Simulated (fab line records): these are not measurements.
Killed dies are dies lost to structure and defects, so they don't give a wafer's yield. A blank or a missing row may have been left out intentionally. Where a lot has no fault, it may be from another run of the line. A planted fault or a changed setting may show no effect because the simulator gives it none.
Chamber matching -- flow n5Finfet -- 4 sister chambers for N5_DUMMY_GATE_CMP_04 on cmp-02
The step polishes a-Si. 4 wafers are shown with their chamber, then 11 later ones without.

== WAFERS PAIRED WITH THEIR CHAMBERS ==
wafer,chamber,motorCurrentA (A)
L085.1,0,9.7
L086.2,2,9.5
L086.5,1,11.0
L089.1,3,10.7

== WAFERS WITH NO CHAMBER GIVEN ==
wafer,motorCurrentA (A)
L089.4,9.6
L089.6,9.6
L090.2,10.7
L090.4,9.3
L090.5,9.3
L095.1,10.0
L095.3,9.3
L095.4,11.2
L096.3,9.4
L096.4,11.1
L096.6,9.8

== CHAMBER TAKEN BY EACH ==
wafer,from the rows above,in truth
L089.4,can't be placed: 0 or 2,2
L089.6,can't be placed: 0 or 2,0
L090.2,can't be placed: 3 or 1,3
L090.4,can't be placed: 2 or 0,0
L090.5,can't be placed: 2 or 0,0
L095.1,can't be placed: 0 or 2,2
L095.3,can't be placed: 2 or 0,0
L095.4,can't be placed: 1 or 3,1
L096.3,can't be placed: 2 or 0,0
L096.4,can't be placed: 1 or 3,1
L096.6,can't be placed: 0 or 2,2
Correctly placed: 0 of 11. Not placeable from these rows: 11 (in 11, the candidates include the true chamber). Wrongly placed: 0.
How it was worked out, from the rows above alone: a wafer's distance from a chamber is the root of the sum, over the readings, of the square of ((its reading less the chamber's mean) divided by the reading's scatter). The wafer belongs to the nearest chamber; if the next one is less than 2 further off, it can't be placed. The mean given for a chamber averages the wafers shown for that chamber. The scatter: root of mean squared gap, hidden wafer to nearest shown wafer, with one shown wafer a chamber.
